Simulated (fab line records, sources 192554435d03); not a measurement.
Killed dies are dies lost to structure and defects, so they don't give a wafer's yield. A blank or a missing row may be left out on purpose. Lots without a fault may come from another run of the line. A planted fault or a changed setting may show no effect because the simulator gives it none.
A struck lot beside a sound one | flow n5_finfet | 15 steps out of a route of 1938
Sound: wafers L111.1, L111.2, L111.6. Struck: wafer L108.6. (L108.3, L108.5 of the same lot were not struck and are left out.) The cause comes at the end.
At each step with rows: each side's tool, then ch and its chambers, then its first start. Under that, the readings that differ: sound wafers | struck wafers | difference of the means | sigmas: that difference in standard deviations of wafers without a fault.
alike: readings whose means differ by less than 2 such deviations, and words and numbers that are the same on both sides. not compared: withheld readings, readings that some wafer has no value for, bounds like >300 that may hide the same value, and numbers for which the record gives no deviation and whose values overlap.
The two part at a step that has a row with sigmas, a row that says differs or no value, or rows on one side only. Numbers that don't overlap but have no deviation are shown without sigmas and don't part them. A reading that every wafer of one side lacks parts them only if that side has two wafers or more.

N5_FIN_SAQP_MANDREL_ETCH_58: etches a-Si in HBr/Cl2, stops on SiNx, target depth 45 nm, bt time 10 s, time 27 s.
  sound on rie_si-02 ch 0,2,3, day 7 00:12; struck on rie_si-02 ch 1, day 6 06:08
  reading               | sound             | struck | difference | sigmas
  oes_product_au (a.u.) | 0.687 0.711 0.673 | 0.717  | +0.027     | +2
  rf_fwd_power_W (W)    | 793.6 801.4 799.6 | 789.8  | -8.4       | -3
  alike: drypump_motor_current_A, throttle_valve_pct
  not compared: rf_hours_counter_h
then, 2 steps without rows for these wafers: N5_FIN_SAQP_RECESS_63 (chemistry HF/NH3, target SiO2, target depth 18 nm, afs cycles 3, sublimation time 60 s); N5_FIN_SAQP_COAT_68 (time 60 s, resist thk 100 nm).
N5_FIN_SAQP_ETCH_69: etches SOC in N2/H2, stops on SiNx, target depth 150 nm.
  sound on rie_diel-05 ch 0,2,3, day 7 00:49; struck on rie_diel-01 ch 3, day 6 06:40
  reading                     | sound       | struck | difference | sigmas
  drypump_motor_current_A (A) | 5.7 5.5 5.6 | 6.5    | +0.9       | +3
  alike: oes_product_au, rf_fwd_power_W, rf_vpp_V, showerhead_plenum_p_Torr, throttle_valve_pct
  not compared: rf_hours_counter_h
then, 1 step without rows for these wafers: N5_FIN_SAQP_ETCH_67 (etches SiNx in CH3F/O2, target depth 30 nm).
N5_FIN_SAQP_STRIP_70: strips in N2/H2.
  sound on rie_diel-05 ch 0,2,3, day 7 00:55; struck on rie_diel-01 ch 3, day 6 06:46
  reading                     | sound       | struck | difference | sigmas
  drypump_motor_current_A (A) | 5.6 5.5 5.5 | 6.5    | +1.0       | +3
  alike: oes_product_au, rf_vpp_V, showerhead_plenum_p_Torr, throttle_valve_pct
  not compared: rf_hours_counter_h
N5_FIN_SAQP_RECESS_71: chemistry HF/NH3, target SiO2, target depth 3 nm, afs cycles 1, sublimation time 60 s.
  sound on vapor_etch-02 ch 0,1, day 7 00:58; struck on vapor_etch-02 ch 0, day 6 06:52
  alike: drypump_motor_current_A
then, 2 steps without rows for these wafers: N5_FIN_SAQP_SPACER2_ALD_28 (deposits SiO2, target thk 8.1 nm, pulse time 1 s, purge time 2 s); N5_FIN_SAQP_SPACER2_ETCHBACK_29 (etches SiO2 in CHF3/O2, target depth 12.2 nm, time 6.1 s).
N5_FIN_SAQP_MANDREL2_REMOVE_60: chemistry HBr/Cl2/O2, target a-Si, stops on SiNx, bt time 10 s.
  sound on rie_si-01 ch 1,3, day 7 01:39; struck on rie_si-04 ch 2, day 6 07:24
  reading               | sound             | struck | difference | sigmas
  oes_product_au (a.u.) | 0.959 1.002 0.978 | 1.019  | +0.039     | +2
  alike: drypump_motor_current_A, throttle_valve_pct
  not compared: rf_hours_counter_h
N5_FIN_SAQP_CD_MEAS_31: target cd 8 nm.
  sound on cd_sem-03 ch 0, day 7 01:46; struck on cd_sem-01 ch 0, day 6 07:31
  alike: cd_nm
then, 1 step without rows for these wafers: N5_FIN_SAQP_HM_OPEN_33 (chemistry CH3F/O2, target SiNx, target depth 49.4 nm, time 70.6 s).
N5_FIN_SAQP_ETCH_34: etches SiO2 in C4F6/O2, target depth 45 nm, time 15 s.
  sound on rie_diel-03 ch 1,2,3, day 7 01:53; struck on rie_diel-05 ch 1, day 6 07:38
  reading               | sound             | struck | difference | sigmas
  etch_rf_on_time_s (s) | 14.65 14.67 15.25 | 17.08  | +2.22      | +7
  rf_fwd_power_W (W)    | 337.2 336.5 336.6 | 252.4  | -84.4      | -77
  rf_vpp_V (V)          | 685 689 674       | 753    | +70        | +6
  alike: drypump_motor_current_A, oes_ar_750_au, oes_product_au, showerhead_plenum_p_Torr, throttle_valve_pct
  not compared: rf_hours_counter_h
then, 1 step without rows for these wafers: N5_FIN_SAQP_STRIP_77 (strips in N2/H2, time 90 s).
-- the record jumps here: 12 days lie between the struck wafers' starts before and after (it left off in module FIN_SAQP and takes up again in module PASSIVATION, whose first step shown is number 1936 of the route) --
N5_PASSIVATION_PROBE_49:
  sound on prober-01, day 19 06:11; struck on prober-02, day 18 17:36
  alike: killed_at_M0_to_M3, killed_at_M4_up, killed_at_contacts, killed_at_front_end, killed_at_other, killed_dies, killed_open, killed_short

WHERE THEY PART
First at N5_FIN_SAQP_MANDREL_ETCH_58; last, within this record, at N5_FIN_SAQP_ETCH_34. Later steps at which nothing parts them and some readings are alike: N5_PASSIVATION_PROBE_49.

WHY: what the simulator had put in
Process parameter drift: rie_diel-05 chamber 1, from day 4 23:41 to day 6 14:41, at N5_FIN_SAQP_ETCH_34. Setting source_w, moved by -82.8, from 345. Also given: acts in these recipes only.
